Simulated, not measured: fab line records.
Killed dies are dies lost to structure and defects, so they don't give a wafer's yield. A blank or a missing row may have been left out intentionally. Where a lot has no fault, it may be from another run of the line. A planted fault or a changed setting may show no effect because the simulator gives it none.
Matching of chambers | flow nand-harc | NHARC_P_GATE_DESCUM_61 on rie-diel-02 has 4 sister chambers
The step chemistry O2, time 3 s. 8 wafers are shown with their chamber, then 8 later ones without.

## EACH WAFER AND ITS CHAMBER
wafer  | chamber | showerhead-plenum-p-Torr (Torr) | drypump-motor-current-A (A)
L911.1 | 3       | 2.00                            | 5.2
L911.2 | 2       | 1.97                            | 5.4
L915.4 | 0       | 2.02                            | 5.5
L915.6 | 1       | 1.89                            | 6.3
L917.1 | 2       | 1.97                            | 5.4
L917.2 | 1       | 1.89                            | 6.4
L917.4 | 0       | 2.03                            | 5.5
L920.1 | 3       | 2.00                            | 5.2

## WAFERS WHOSE CHAMBER IS MISSING
wafer  | showerhead-plenum-p-Torr (Torr) | drypump-motor-current-A (A)
L920.3 | 1.97                            | 5.4
L920.5 | 1.89                            | 6.4
L922.1 | 1.89                            | 6.3
L922.2 | 2.00                            | 5.2
L922.4 | 2.02                            | 5.5
L928.2 | 2.00                            | 5.2
L928.3 | 1.97                            | 5.4
L928.5 | 1.89                            | 6.3

## WHICH CHAMBER EACH ONE RAN IN
wafer  | from the rows above | in truth
L920.3 | 2                   | 2
L920.5 | 1                   | 1
L922.1 | 1                   | 1
L922.2 | 3                   | 3
L922.4 | 0                   | 0
L928.2 | 3                   | 3
L928.3 | 2                   | 2
L928.5 | 1                   | 1
Correctly placed: 8 of 8. Number that these rows cannot place: 0. 0 placed wrongly.
How it was worked out, from the rows above alone: a wafer's distance from a chamber is the root of the sum, over the readings, of the square of ((its reading less the chamber's mean) divided by the reading's scatter). If the next closest chamber is less than 2 further off than the closest, the wafer can't be placed; otherwise it belongs to the closest. For every chamber, the mean is computed from those of its wafers that are shown. The scatter: take each reading less its chamber's mean, square it, sum over the shown wafers, divide by the number of wafers less the number of chambers, and take the root.
